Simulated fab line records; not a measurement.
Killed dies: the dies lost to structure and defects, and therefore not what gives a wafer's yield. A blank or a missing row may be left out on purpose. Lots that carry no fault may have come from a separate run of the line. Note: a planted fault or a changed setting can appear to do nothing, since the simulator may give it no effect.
fab line records | flow nand-harc | part 2 of 2: steps 31 to 43 of 43
record: lots: 5 | wafers: 15 | last-day: 33
route steps=1302 shown A_ZERO_WELL@391 A_SOURCE_PLATE@413 A_ONON_D1@424
lots that met no fault: taken from a fault-free run of the same line
start-h: the number of hours between the record's first day and the start of the first shown wafer of the lot | wait-h: hours from the lot's prior step to this one | " unchanged from the row above | L1.1+2: several wafers, shown together as one row | - value missing, or start not given | * or withheld: withheld | < > ~ a bound
route shown NAME@n: a module of which the file shows steps, and the number in the route of the first | usual: average and standard deviation across the fault-free wafers | same: alike in all rows | chamber/n: place in a boat | sites: each site's reading | _std_site: how widely they spread, as a standard deviation | _edge_site: inner sites' mean taken away from outer sites' mean | radius-mm: how far each site lies from the wafer's centre | mask NAME#n: copy n | behind: the most recent tool/chamber to have shaped the wafer | hold: why the lot went on hold/how many hours it stayed there/how the hold came to an end | device: which transistor (n, p or np) failed to switch | end of line: tests of these same wafers at the route's end | for a step that has no rows: nothing shown but its recipe | killed: not the wafer's yield, but the dies lost to structure and defects at the first sort | map: per-die view of a wafer (x killed, . not killed, _ where there is no die)
set.NAME: the run value of the setting; set.NAME@STEP: its run value at that earlier step | model.NAME: the simulator's own value behind a step, which no gauge read
lots at some steps of the route; a table a step, a row a wafer
services: the hour from which a tool's chamber was out of use, counted from the record's first day as start-h (under 0 if before that day), plus the number of hours and why
== steps ==
step: NHARC_A_ONON_D1_DEP_00
recipe: target-thk-a: 10000 | n2-flow-sccm: 2750 | n2o-flow-sccm: 2000 | nh3-flow-sccm: 500 | sih4-flow-sccm: 210 | temp-c: 400
lot.wafer  | tool          | chamber | start-h | wait-h
L075.3+5+6 | pecvd-onon-03 | 0       | 175.38  | 0.2
L081.2+3+5 | pecvd-onon-01 | 0       | 228.89  | 0.1
L084.1+3+5 | pecvd-onon-01 | 0       | 260.31  | 0.1
L094.1+3+4 | pecvd-onon-03 | 0       | 378.22  | 0.1
L096.1+3+4 | pecvd-onon-03 | 0       | 387.96  | 0.1
step: NHARC_A_ONON_D1_THK_MEAS_02
recipe: thk-meas-gauge: ellipsometry
usual: thk-nm: 1000/11
lot.wafer | tool          | chamber | start-h | wait-h | thk-nm
L075.3    | film-metro-01 | -       | 175.77  | -      | 1000
L075.5    | "             | -       | "       | "      | 999
L075.6    | "             | -       | "       | "      | 998
L081.2    | film-metro-02 | -       | 229.34  | -      | 997
L081.3    | "             | -       | "       | "      | 997
L081.5    | "             | -       | "       | "      | 997
L084.1    | film-metro-01 | -       | 260.81  | -      | 995
L084.3    | "             | -       | "       | "      | 994
L084.5    | "             | -       | "       | "      | 995
L094.1    | film-metro-01 | -       | 378.73  | -      | 991
L094.3    | "             | -       | "       | "      | 991
L094.4    | "             | -       | "       | "      | 993
L096.1    | film-metro-01 | -       | 388.48  | -      | 1005
L096.3    | "             | -       | "       | "      | 1005
L096.4    | "             | -       | "       | "      | 1005
step: NHARC_A_ONON_D1_DEP_03
recipe: target-thk-a: 10000 | n2-flow-sccm: 2750 | n2o-flow-sccm: 2000 | nh3-flow-sccm: 500 | sih4-flow-sccm: 210 | temp-c: 400
lot.wafer  | tool          | chamber | start-h | wait-h
L075.3+5+6 | pecvd-onon-04 | 0       | 175.94  | 0.2
L081.2+3+5 | pecvd-onon-01 | 0       | 229.46  | 0.1
L084.1+3+5 | pecvd-onon-01 | 0       | 260.87  | 0.1
L094.1+3+4 | pecvd-onon-01 | 0       | 378.78  | 0.1
L096.1+3+4 | pecvd-onon-04 | 0       | 388.53  | 0.1
step: NHARC_A_ONON_D1_THK_MEAS_05
recipe: thk-meas-gauge: ellipsometry
usual: thk-nm: 997/8
lot.wafer | tool          | chamber | start-h | wait-h | thk-nm
L075.3    | film-metro-01 | -       | 176.34  | -      | 985
L075.5    | "             | -       | "       | "      | 985
L075.6    | "             | -       | "       | "      | 986
L081.2    | film-metro-02 | -       | 229.91  | -      | 1002
L081.3    | "             | -       | "       | "      | 1003
L081.5    | "             | -       | "       | "      | 1003
L084.1    | film-metro-02 | -       | 261.38  | -      | 999
L084.3    | "             | -       | "       | "      | 1000
L084.5    | "             | -       | "       | "      | 999
L094.1    | film-metro-01 | -       | 379.29  | -      | 1005
L094.3    | "             | -       | "       | "      | 1007
L094.4    | "             | -       | "       | "      | 1005
L096.1    | film-metro-02 | -       | 389.04  | -      | 999
L096.3    | "             | -       | "       | "      | 998
L096.4    | "             | -       | "       | "      | 1000
step: NHARC_A_ONON_D1_DEP_06
recipe: target-thk-a: 10000 | n2-flow-sccm: 2750 | n2o-flow-sccm: 2000 | nh3-flow-sccm: 500 | sih4-flow-sccm: 210 | temp-c: 400
lot.wafer  | tool          | chamber | start-h | wait-h
L075.3+5+6 | pecvd-onon-01 | 0       | 176.51  | 0.2
L081.2+3+5 | pecvd-onon-01 | 0       | 230.02  | 0.1
L084.1+3+5 | pecvd-onon-04 | 0       | 261.43  | 0.1
L094.1+3+4 | pecvd-onon-03 | 0       | 379.35  | 0.1
L096.1+3+4 | pecvd-onon-03 | 0       | 389.10  | 0.1
step: NHARC_A_ONON_D1_THK_MEAS_08
recipe: thk-meas-gauge: ellipsometry
usual: thk-nm: 1003/10
lot.wafer | tool          | chamber | start-h | wait-h | thk-nm
L075.3    | film-metro-02 | -       | 176.90  | -      | 1006
L075.5    | "             | -       | "       | "      | 1004
L075.6    | "             | -       | "       | "      | 1005
L081.2    | film-metro-02 | -       | 230.48  | -      | 1021
L081.3    | "             | -       | "       | "      | 1021
L081.5    | "             | -       | "       | "      | 1021
L084.1    | film-metro-01 | -       | 261.94  | -      | 999
L084.3    | "             | -       | "       | "      | 999
L084.5    | "             | -       | "       | "      | 999
L094.1    | film-metro-01 | -       | 379.85  | -      | 1019
L094.3    | "             | -       | "       | "      | 1020
L094.4    | "             | -       | "       | "      | 1018
L096.1    | film-metro-01 | -       | 389.60  | -      | 1019
L096.3    | "             | -       | "       | "      | 1020
L096.4    | "             | -       | "       | "      | 1020
step: NHARC_A_ONON_D1_DEP_09
recipe: target-thk-a: 10000 | n2-flow-sccm: 2750 | n2o-flow-sccm: 2000 | nh3-flow-sccm: 500 | sih4-flow-sccm: 210 | temp-c: 400
lot.wafer  | tool          | chamber | start-h | wait-h
L075.3+5+6 | pecvd-onon-03 | 0       | 177.07  | 0.2
L081.2+3+5 | pecvd-onon-01 | 0       | 230.59  | 0.1
L084.1+3+5 | pecvd-onon-03 | 0       | 262.00  | 0.1
L094.1+3+4 | pecvd-onon-04 | 0       | 379.91  | 0.1
L096.1+3+4 | pecvd-onon-01 | 0       | 389.66  | 0.1
step: NHARC_A_ONON_D1_THK_MEAS_11
recipe: thk-meas-gauge: ellipsometry
usual: thk-nm: 998/5.9
lot.wafer | tool          | chamber | start-h | wait-h | thk-nm
L075.3    | film-metro-01 | -       | 177.46  | -      | 996
L075.5    | "             | -       | "       | "      | 997
L075.6    | "             | -       | "       | "      | 997
L081.2    | film-metro-01 | -       | 231.04  | -      | 995
L081.3    | "             | -       | "       | "      | 992
L081.5    | "             | -       | "       | "      | 993
L084.1    | film-metro-01 | -       | 262.50  | -      | 1003
L084.3    | "             | -       | "       | "      | 1001
L084.5    | "             | -       | "       | "      | 1002
L094.1    | film-metro-01 | -       | 380.42  | -      | 1004
L094.3    | "             | -       | "       | "      | 1005
L094.4    | "             | -       | "       | "      | 1003
L096.1    | film-metro-01 | -       | 390.17  | -      | 997
L096.3    | "             | -       | "       | "      | 998
L096.4    | "             | -       | "       | "      | 996
step: NHARC_A_ONON_D1_DEP_12
recipe: target-thk-a: 10000 | n2-flow-sccm: 2750 | n2o-flow-sccm: 2000 | nh3-flow-sccm: 500 | sih4-flow-sccm: 210 | temp-c: 400
lot.wafer  | tool          | chamber | start-h | wait-h
L075.3+5+6 | pecvd-onon-03 | 0       | 177.63  | 0.2
L081.2+3+5 | pecvd-onon-01 | 0       | 231.15  | 0.1
L084.1+3+5 | pecvd-onon-01 | 0       | 262.56  | 0.1
L094.1+3+4 | pecvd-onon-01 | 0       | 380.48  | 0.1
L096.1+3+4 | pecvd-onon-04 | 0       | 390.23  | 0.1
step: NHARC_A_ONON_D1_THK_MEAS_14
recipe: thk-meas-gauge: ellipsometry
usual: thk-nm: 1002/12
lot.wafer | tool          | chamber | start-h | wait-h | thk-nm
L075.3    | film-metro-02 | -       | 178.03  | -      | 1005
L075.5    | "             | -       | "       | "      | 1006
L075.6    | "             | -       | "       | "      | 1006
L081.2    | film-metro-01 | -       | 231.60  | -      | 1026
L081.3    | "             | -       | "       | "      | 1027
L081.5    | "             | -       | "       | "      | 1028
L084.1    | film-metro-02 | -       | 263.07  | -      | 990
L084.3    | "             | -       | "       | "      | 993
L084.5    | "             | -       | "       | "      | 993
L094.1    | film-metro-01 | -       | 380.99  | -      | 989
L094.3    | "             | -       | "       | "      | 988
L094.4    | "             | -       | "       | "      | 989
L096.1    | film-metro-01 | -       | 390.74  | -      | 1015
L096.3    | "             | -       | "       | "      | 1016
L096.4    | "             | -       | "       | "      | 1016
step: NHARC_A_ONON_D1_ANNEAL_15
recipe: temp-c: 750 | time-s: 3600
usual: tube-center-temp-C: 750/0.071 | zone-power-upper-pct: 12.8/1
lot.wafer | tool       | chamber | start-h | wait-h | tube-center-temp-C | zone-power-upper-pct
L075.3    | furnace-03 | 0       | 181.42  | 3.4    | 749.98             | 13.3
L075.5    | "          | 0       | "       | "      | 749.91             | 13.6
L075.6    | "          | 0       | "       | "      | 750.07             | 13.8
L081.2    | furnace-02 | 0       | 232.03  | 0.4    | 750.08             | 12.9
L081.3    | "          | 0       | "       | "      | 750.01             | 13.0
L081.5    | "          | 0       | "       | "      | 749.87             | 13.0
L084.1    | furnace-03 | 0       | 266.46  | 3.4    | 750.08             | 13.5
L084.3    | "          | 0       | "       | "      | 750.06             | 13.4
L084.5    | "          | 0       | "       | "      | 749.9              | 13.3
L094.1    | furnace-05 | 0       | 387.78  | 6.8    | 750.01             | 10.8
L094.3    | "          | 0       | "       | "      | 750.01             | 10.5
L094.4    | "          | 0       | "       | "      | 749.99             | 10.4
L096.1    | furnace-03 | 0       | 394.87  | 4.1    | 749.99             | 13.5
L096.3    | "          | 0       | "       | "      | 749.96             | 13.3
L096.4    | "          | 0       | "       | "      | 749.96             | 13.4
step: NHARC_A_ONON_D1_DEP_16
recipe: target-thk-a: 10000 | n2-flow-sccm: 2750 | n2o-flow-sccm: 2000 | nh3-flow-sccm: 500 | sih4-flow-sccm: 210 | temp-c: 400
lot.wafer  | tool          | chamber | start-h | wait-h
L075.3+5+6 | pecvd-onon-01 | 0       | 185.40  | 0.2
L081.2+3+5 | pecvd-onon-01 | 0       | 236.09  | 0.3
L084.1+3+5 | pecvd-onon-04 | 0       | 270.41  | 0.2
L094.1+3+4 | pecvd-onon-01 | 0       | 391.68  | 0.1
L096.1+3+4 | pecvd-onon-03 | 0       | 398.76  | 0.1
step: NHARC_A_ONON_D1_THK_MEAS_18
recipe: thk-meas-gauge: ellipsometry
usual: thk-nm: 1000/8.9
lot.wafer | tool          | chamber | start-h | wait-h | thk-nm
L075.3    | film-metro-01 | -       | 185.79  | -      | 994
L075.5    | "             | -       | "       | "      | 995
L075.6    | "             | -       | "       | "      | 992
L081.2    | film-metro-01 | -       | 236.54  | -      | 991
L081.3    | "             | -       | "       | "      | 990
L081.5    | "             | -       | "       | "      | 991
L084.1    | film-metro-02 | -       | 270.92  | -      | 1009
L084.3    | "             | -       | "       | "      | 1008
L084.5    | "             | -       | "       | "      | 1008
L094.1    | film-metro-01 | -       | 392.20  | -      | 1001
L094.3    | "             | -       | "       | "      | 1002
L094.4    | "             | -       | "       | "      | 1003
L096.1    | film-metro-01 | -       | 399.26  | -      | 1015
L096.3    | "             | -       | "       | "      | 1015
L096.4    | "             | -       | "       | "      | 1014
== services ==
tool           | chamber | start-h | hours | kind
pecvd-onon-04  | -       | 130.33  | 13.0  | pm
krf-scanner-01 | -       | 140.00  | 4.0   | pm
pecvd-onon-04  | -       | 144.70  | 1.2   | repair
wet-bench-05   | -       | 159.11  | 6.1   | repair
wet-bench-03   | -       | 191.71  | 5.3   | repair
rie-si-01      | -       | 193.00  | 9.0   | pm
wet-bench-06   | -       | 193.60  | 8.0   | pm
pvd-sputter-02 | -       | 197.83  | 1.6   | repair
wet-bench-03   | -       | 210.40  | 8.0   | pm
litho-track-02 | -       | 227.00  | 7.0   | pm
pecvd-onon-03  | -       | 227.00  | 13.0  | pm
krf-scanner-01 | -       | 230.86  | 0.5   | repair
rie-diel-12    | 1       | 239.86  | 8.5   | repair
wet-bench-02   | -       | 244.04  | 8.0   | pm
wet-bench-05   | -       | 260.80  | 8.0   | pm
rie-diel-12    | -       | 268.40  | 9.0   | pm
pecvd-onon-01  | -       | 269.00  | 13.0  | pm
litho-track-03 | -       | 275.00  | 7.0   | pm
litho-track-05 | -       | 299.00  | 7.0   | pm
pecvd-onon-04  | -       | 311.33  | 13.0  | pm
wet-bench-06   | -       | 369.60  | 8.0   | pm
rie-diel-12    | 1       | 385.57  | 6.7   | repair
wet-bench-03   | -       | 386.40  | 8.0   | pm
wet-bench-06   | -       | 386.96  | 1.3   | repair
